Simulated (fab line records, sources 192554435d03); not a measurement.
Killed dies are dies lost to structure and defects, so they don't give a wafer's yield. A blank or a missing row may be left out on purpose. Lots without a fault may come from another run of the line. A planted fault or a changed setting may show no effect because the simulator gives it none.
Which tool did it? | flow n5_finfet | 8 lots, 22 wafers sampled, at 6 steps of a route of 1938

WHAT THE GAUGES READ, wafer by wafer
N5_BEOL_M7_OCD_MEAS_38.
lot  | measured     | on     | trench_depth_nm (nm)
L709 | day 10 12:20 | ocd-01 | 92.6 94.9 94.4
L712 | day 11 03:48 | ocd-01 | 94.2 95.9
L720 | day 13 04:31 | ocd-01 | - - -
L722 | day 13 11:49 | ocd-01 | 95.0 94.3 94.8
L721 | day 13 22:14 | ocd-01 | - - -
L723 | day 13 22:21 | ocd-02 | 95.2 95.4 94.7
L724 | day 14 04:18 | ocd-02 | 93.8 95.4 93.6
L727 | day 15 12:26 | ocd-01 | 95.9 96.0

WHICH TOOL RAN EACH LOT (tool, then ch and the chambers of the sampled wafers, then the start)
lot  | N5_BEOL_M6_DEP_56               | N5_BEOL_M7_ETCH_61                 | N5_BEOL_M7_ETCH_62                 | N5_BEOL_M7_STRIP_67                | N5_BEOL_M7_ETCH_66
L709 | pecvd-03 ch 0,1, day 10 07:09   | rie_diel-06 ch 0,3, day 10 10:17   | rie_diel-06 ch 0,3, day 10 10:47   | rie_diel-06 ch 0,3, day 10 10:56   | rie_diel-05 ch 0,1,3, day 10 11:59
L712 | pecvd-02 ch 0,1, day 10 21:41   | rie_diel-01 ch 0,2, day 11 00:39   | rie_diel-01 ch 0,2, day 11 00:43   | rie_diel-01 ch 0,2, day 11 00:52   | rie_diel-05 ch 1,2, day 11 03:27
L720 | pecvd-03 ch 0,1,2, day 12 22:22 | rie_diel-01 ch 1,2,3, day 13 01:25 | rie_diel-01 ch 1,2,3, day 13 01:28 | rie_diel-01 ch 1,2,3, day 13 01:37 | rie_diel-01 ch 0,2,3, day 13 04:10
L722 | pecvd-01 ch 0,1,2, day 13 05:42 | rie_diel-05 ch 0,1,2, day 13 07:59 | rie_diel-05 ch 0,1,2, day 13 08:03 | rie_diel-05 ch 0,1,2, day 13 08:11 | rie_diel-05 ch 0,1,2, day 13 11:28
L721 | pecvd-02 ch 0,1, day 13 17:14   | rie_diel-05 ch 0,1,2, day 13 20:34 | rie_diel-05 ch 0,1,2, day 13 20:38 | rie_diel-05 ch 0,1,2, day 13 20:47 | rie_diel-06 ch 0,2, day 13 21:53
L723 | pecvd-01 ch 1,2, day 13 18:13   | rie_diel-01 ch 0,3, day 13 20:55   | rie_diel-01 ch 0,3, day 13 20:58   | rie_diel-01 ch 0,3, day 13 21:07   | rie_diel-05 ch 0,1,2, day 13 22:00
L724 | pecvd-03 ch 0,1,2, day 13 23:37 | rie_diel-05 ch 0,1,3, day 14 02:45 | rie_diel-05 ch 0,1,3, day 14 02:49 | rie_diel-05 ch 0,1,3, day 14 02:57 | rie_diel-01 ch 1,2,3, day 14 03:57
L727 | pecvd-03 ch 2, day 15 07:14     | rie_diel-01 ch 1, day 15 10:06     | rie_diel-01 ch 1, day 15 10:10     | rie_diel-01 ch 1, day 15 10:18     | rie_diel-01 ch 1, day 15 12:05
- N5_BEOL_M6_DEP_56: deposits SiCN from 3MS/NH3, target thk 10 nm, time 17.5 s.
- N5_BEOL_M7_ETCH_61: etches SiARC in CF4, target depth 45.5 nm, time 75.8 s.
- N5_BEOL_M7_ETCH_62: etches SOC in N2/H2, target depth 110 nm, overetch 22 nm, time 165 s.
- N5_BEOL_M7_STRIP_67: strips in CF4.
- N5_BEOL_M7_ETCH_66: etches SOC in N2/H2, target depth 80 nm, overetch 16 nm, time 120 s.

THE ANSWER, worked out from the rows above alone
Rule: what is usual is taken from the lots themselves. Put in order of their means at a reading, lots are off if they are a third of the lots or fewer, leave a main group of 4 or more, and stand apart from it by a gap of 3 or more times the standard deviation of the main group's means; of several such gaps the widest counts. A main group whose means are all the same, to the digits that the tables above print for the reading, isn't used. A lot without any number at a reading at which 4 lots or more have one is off too. The other lots that the step has rows for count as sound.
Off: L720, L721, at N5_BEOL_M7_OCD_MEAS_38 (trench_depth_nm). Without a number there: L720, L721. The main group: mean 94.8 nm, standard deviation 0.64.
A tool fits if, at a process step before that reading, it ran every lot that is off, and no sound lot after the first of them. The gauges at N5_BEOL_M7_OCD_MEAS_38 are tried like those tools. None of those tried fits.

WHAT THE SIMULATOR HAD PUT IN
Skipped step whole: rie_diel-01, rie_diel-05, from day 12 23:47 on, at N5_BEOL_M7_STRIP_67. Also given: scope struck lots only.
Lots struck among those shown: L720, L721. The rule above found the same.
